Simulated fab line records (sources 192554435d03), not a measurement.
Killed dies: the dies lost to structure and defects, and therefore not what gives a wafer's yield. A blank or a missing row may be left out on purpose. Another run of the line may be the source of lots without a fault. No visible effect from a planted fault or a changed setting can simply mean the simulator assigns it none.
Comparing a struck lot with a sound one | flow n5-finfet | 40 out of 1938 route steps
Sound: these wafers, L153.1, L153.2, L153.4. Struck: wafer L156.5 (L156.1, L156.3, from the same lot, were not struck and are left out); the cause is given at the end.
Per side, at each step with rows, come the tool, then ch with its chambers, and then its first start. Under that, the readings that differ: sound wafers | struck wafers | difference of the means | sigmas: that difference in standard deviations of wafers without a fault.
alike: words and numbers the same on both sides, and readings whose means are apart by under 2 such deviations; not compared: readings that were withheld, readings missing a value for some wafer, numbers with overlapping values and no deviation given by the record, and bounds like >300 which may hide the same value.
A row with sigmas, a row that says differs or no value, or rows on one side alone: a step with any of these is where the two part. Non-overlapping numbers with no deviation appear without sigmas and do not part them. Lack of a reading on every wafer of one side parts them only where that side has two or more wafers.

first, 12 steps without rows for these wafers: N5_HKMG_FIN_STRIP_93 (strips SOC in N2/H2, time 20 s); N5_HKMG_FIN_WET_ETCH_76 (etches Al2O3 in dNH4OH, stops on La2O3, target depth 2.25 nm, rinse time 30 s); N5_HKMG_FIN_STRIP_60 (strips in N2/H2, time 360 s); N5_HKMG_FIN_WET_ETCH_77 (etches La2O3 in dHCl, stops on HfO2, target depth 2 nm); N5_HKMG_FIN_WET_ETCH_78 (etches Al2O3 in dNH4OH, stops on La2O3, target depth 4.5 nm, rinse time 30 s); N5_HKMG_FIN_ALD_79 (deposits TiN, target thk 1.5 nm, pulse time 1 s, purge time 3 s); N5_HKMG_FIN_CVD_62 (deposits a-Si from Si2H6, target thk 3 nm, time 20.8 s); N5_HKMG_FIN_RTA_80 (time 2 s); N5_HKMG_FIN_PRECLEAN_64 (cleans in dHF, time 30 s); N5_HKMG_FIN_WET_ETCH_65 (etches a-Si in TMAH, stops on TiN, time 49 s, target depth 3 nm); N5_HKMG_FIN_WET_ETCH_81 (etches TiN in SC1, stops on HfO2, time 57 s, target depth 6 nm); N5_HKMG_FIN_WET_ETCH_82 (etches La2O3 in dHCl, stops on HfO2, target depth 2 nm, rinse time 30 s).
N5_HKMG_FIN_ALD_36: deposits TiN, target thk 1 nm, pulse time 1 s, purge time 3 s.
  sound on ald-metal-02 ch 0,1,2, day 6 23:09; struck on ald-metal-02 ch 1, day 7 16:51
  reading                                  | sound    | struck | difference | sigmas
  ald-cycles                               | 47 47 47 | 66     | +19        |
  model.TiN_of_HKMG_FIN_ALD_36.thk-nm (nm) | 1 1 1    | 1.4    | +0.4       |
  alike: heater-power-outer-w, heater-power-w, precursor-pulse-height-rel, susceptor-temp-C
then, 25 steps without rows for these wafers: N5_HKMG_FIN_PWFM_ALD_03 (deposits TiN, target thk 2 nm, pulse time 1 s, purge time 3 s); N5_HKMG_FIN_COAT_29 (time 60 s, resist thk 300 nm); N5_HKMG_FIN_COAT_30 (time 60 s, resist thk 35 nm); N5_HKMG_FIN_COAT_06 (resist thk 90 nm); N5_HKMG_FIN_EBR_08; N5_HKMG_FIN_SOFTBAKE_07 (time 60 s); N5_HKMG_FIN_EXPOSE_09 (exposes mask NWFM); N5_HKMG_FIN_PEB_10 (peb time 60 s); N5_HKMG_FIN_DEVELOP_11 (develop time 30 s); N5_HKMG_FIN_DESCUM_17 (chemistry O2, time 7.9 s); N5_HKMG_FIN_ETCH_31 (etches SiARC in CF4, target depth 45.5 nm, time 75.8 s); N5_HKMG_FIN_ETCH_32 (etches SOC in N2/H2, target depth 240 nm, time 300 s); N5_HKMG_FIN_STRIP_33 (strips in N2/H2); N5_HKMG_FIN_STRIP_34 (strips in CF4); N5_HKMG_FIN_ETCH_35 (etches SOC in N2/H2, target depth 215.8 nm, time 243.4 s); N5_HKMG_FIN_STRIP_92 (strips SOC in N2/H2, time 20 s); N5_HKMG_FIN_WET_ETCH_18 (etches TiN in SC1, time 55 s, target depth 5.2 nm, rinse time 30 s); N5_HKMG_FIN_STRIP_19 (strips in N2/H2, time 360 s); N5_HKMG_FIN_ALD_91 (deposits TiN, target thk 1 nm, pulse time 1 s, purge time 3 s); N5_HKMG_FIN_COAT_85 (time 60 s, resist thk 300 nm); N5_HKMG_FIN_ETCH_86 (etches SOC in N2/H2, stops on TiN, target depth 393.2 nm); N5_HKMG_FIN_STRIP_89 (strips SOC in N2/H2, time 20 s); N5_HKMG_FIN_WET_ETCH_87 (etches TiN in SC1, time 154.2 s, target depth 4.7 nm, rinse time 30 s); N5_HKMG_FIN_STRIP_88 (strips in N2/H2, time 360 s); N5_HKMG_FIN_NWFM_ALD_20 (deposits TiAlC, target thk 2 nm, pulse time 3 s, purge time 2 s).
-- here the record skips 4 days between the struck wafers' starts before and after, leaving off in module HKMG_FIN and picking up in module BEOL_M4 (first step shown: number 1111 of the route) --
N5_BEOL_M4_RC_MEAS_101:
  sound on prober-01 ch 0, day 10 17:20; struck on prober-01 ch 0, day 11 08:58
  reading             | sound                     | struck   | difference | sigmas
  IOFF_P_LONG (nA/um) | 0.000114 0.000106 0.00011 | 0.000166 | +0.000056  | +6
  ION_N (uA/um)       | 650 675 679               | 633      | -35        | -2
  VT_N (mV)           | 253 249 251               | 263      | +12        | +3
  VT_P (mV)           | -252 -250 -252            | -238     | +13        | +4
  VT_P_LONG (mV)      | -274.1 -274.4 -276.0      | -261.2   | +13.6      | +5
  VT_P_LVT (mV)       | -97.0 -96.3 -97.4         | -88.3    | +8.6       | +3
  alike: DIBL_N, DIBL_P, IOFF_N, IOFF_P, IOFF_P_LIN, ION_P, SS_N, SS_P
-- here the record skips 4 days between the struck wafers' starts before and after, leaving off in module BEOL_M4 and picking up in module PASSIVATION (first step shown: number 1936 of the route) --
N5_PASSIVATION_PROBE_49:
  record: rows for the struck wafers here (prober-02, day 15 15:37), none for the sound ones

== WHERE THEY PART ==
At N5_BEOL_M4_RC_MEAS_101 first; at N5_PASSIVATION_PROBE_49 last (within this record only).

WHY: what had been put in by the simulator
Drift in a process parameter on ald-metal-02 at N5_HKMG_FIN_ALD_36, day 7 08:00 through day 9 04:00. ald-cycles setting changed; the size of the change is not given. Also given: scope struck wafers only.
